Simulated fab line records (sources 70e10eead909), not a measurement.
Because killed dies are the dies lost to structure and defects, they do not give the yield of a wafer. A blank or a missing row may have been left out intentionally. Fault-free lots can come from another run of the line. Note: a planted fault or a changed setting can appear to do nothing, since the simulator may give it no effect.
Matching of chambers | flow nand harc | rie diel-12 running NHARC_A_BONDPAD_ETCH_34: 4 sister chambers
The step etches the open film in N2/H2, target depth 60 nm, overetch 18 nm, time 65.91 s. 8 wafers are shown with their chamber, then 8 later ones without.

## WAFERS, EACH WITH ITS CHAMBER
wafer  | chamber | rf vpp V (V) | oes product au (a.u.)
L926.1 | 3       | 431.9        | 1.006
L926.6 | 1       | 431.6        | 1.008
L928.3 | 3       | 433.8        | 1.006
L928.6 | 0       | 425.9        | 1.011
L927.1 | 1       | 430.4        | 1.014
L927.5 | 2       | 432.4        | 1.019
L930.1 | 2       | 431.2        | 0.992
L930.2 | 0       | 428.0        | 1.004

## WAFERS WHOSE CHAMBER IS MISSING
wafer  | rf vpp V (V) | oes product au (a.u.)
L930.4 | 430.7        | 1.005
L935.6 | 432.5        | 1.008
L942.3 | 429.3        | 1.016
L942.4 | 426.9        | 1.029
L942.6 | 431.4        | 1.006
L943.1 | 431.6        | 1.006
L943.4 | 433.4        | 0.990
L943.5 | 432.0        | 1.015

## WHICH CHAMBER EACH WENT THROUGH
wafer  | from the rows above               | in truth
L930.4 | can't be placed: 1 or 2 or 3      | 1
L935.6 | can't be placed: 3 or 2 or 1      | 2
L942.3 | can't be placed: 1 or 0 or 2 or 3 | 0
L942.4 | can't be placed: 0 or 1           | 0
L942.6 | can't be placed: 2 or 1 or 3      | 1
L943.1 | can't be placed: 2 or 1 or 3      | 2
L943.4 | can't be placed: 3 or 2 or 1      | 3
L943.5 | can't be placed: 1 or 2 or 3      | 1
0 of 8 placed correctly. Unplaceable from these rows: 8, with the true chamber sitting among the candidates in 8. Number placed wrongly: 0.
How it was worked out, from the rows above alone: a wafer's distance from a chamber is the root of the sum, over the readings, of the square of ((its reading less the chamber's mean) divided by the reading's scatter). The wafer belongs to the nearest chamber; if the next one is less than 2 further off, it can't be placed. The mean given for a chamber averages the wafers shown for that chamber. The scatter: take each reading less its chamber's mean, square it, sum over the shown wafers, divide by the number of wafers less the number of chambers, and take the root.
